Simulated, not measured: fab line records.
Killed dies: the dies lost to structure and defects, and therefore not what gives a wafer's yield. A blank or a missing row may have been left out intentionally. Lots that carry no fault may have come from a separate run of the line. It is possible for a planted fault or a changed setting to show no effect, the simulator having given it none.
Matching of chambers :: flow nand-harc :: NHARC_P_CONTACT_DESCUM_17 on rie-diel-01: 4 sister chambers
The step chemistry O2, time 3 s. 7 wafers are shown with their chamber, then 7 later ones without.

== WAFERS, EACH WITH ITS CHAMBER ==
wafer: L074.3
chamber: 3
showerhead-plenum-p-Torr (Torr): 1.80
drypump-motor-current-A (A): 5.8

wafer: L075.4
chamber: 2
showerhead-plenum-p-Torr (Torr): 1.83
drypump-motor-current-A (A): 6.3

wafer: L079.6
chamber: 1
showerhead-plenum-p-Torr (Torr): 1.82
drypump-motor-current-A (A): 5.9

wafer: L080.4
chamber: 1
showerhead-plenum-p-Torr (Torr): 1.82
drypump-motor-current-A (A): 5.9

wafer: L080.5
chamber: 0
showerhead-plenum-p-Torr (Torr): 1.89
drypump-motor-current-A (A): 6.1

wafer: L081.2
chamber: 3
showerhead-plenum-p-Torr (Torr): 1.79
drypump-motor-current-A (A): 5.7

wafer: L081.3
chamber: 0
showerhead-plenum-p-Torr (Torr): 1.89
drypump-motor-current-A (A): 6.1

== WAFERS MISSING THEIR CHAMBER ==
wafer: L081.6
showerhead-plenum-p-Torr (Torr): 1.79
drypump-motor-current-A (A): 5.8

wafer: L089.3
showerhead-plenum-p-Torr (Torr): 1.79
drypump-motor-current-A (A): 5.8

wafer: L089.5
showerhead-plenum-p-Torr (Torr): 1.82
drypump-motor-current-A (A): 5.9

wafer: L089.6
showerhead-plenum-p-Torr (Torr): 1.83
drypump-motor-current-A (A): 6.3

wafer: L092.4
showerhead-plenum-p-Torr (Torr): 1.79
drypump-motor-current-A (A): 5.8

wafer: L092.5
showerhead-plenum-p-Torr (Torr): 1.79
drypump-motor-current-A (A): 5.7

wafer: L092.6
showerhead-plenum-p-Torr (Torr): 1.83
drypump-motor-current-A (A): 6.4

== WHICH CHAMBER EACH ONE RAN IN ==
wafer: L081.6
from the rows above: 3
in truth: 3

wafer: L089.3
from the rows above: 3
in truth: 3

wafer: L089.5
from the rows above: 1
in truth: 1

wafer: L089.6
from the rows above: 2
in truth: 2

wafer: L092.4
from the rows above: 3
in truth: 3

wafer: L092.5
from the rows above: 3
in truth: 3

wafer: L092.6
from the rows above: 2
in truth: 2
Correct placement for 7 of the 7. Can't be placed from these rows: 0. Number placed wrongly: 0.
How it was worked out, from the rows above alone: a wafer's distance from a chamber is the root of the sum, over the readings, of the square of ((its reading less the chamber's mean) divided by the reading's scatter). The wafer belongs to the nearest chamber; if the next one is less than 2 further off, it can't be placed. The mean given for a chamber averages the wafers shown for that chamber. The scatter: the root of (the sum of the squares of (reading less its chamber's mean) over the shown wafers, divided by (wafers less chambers)).
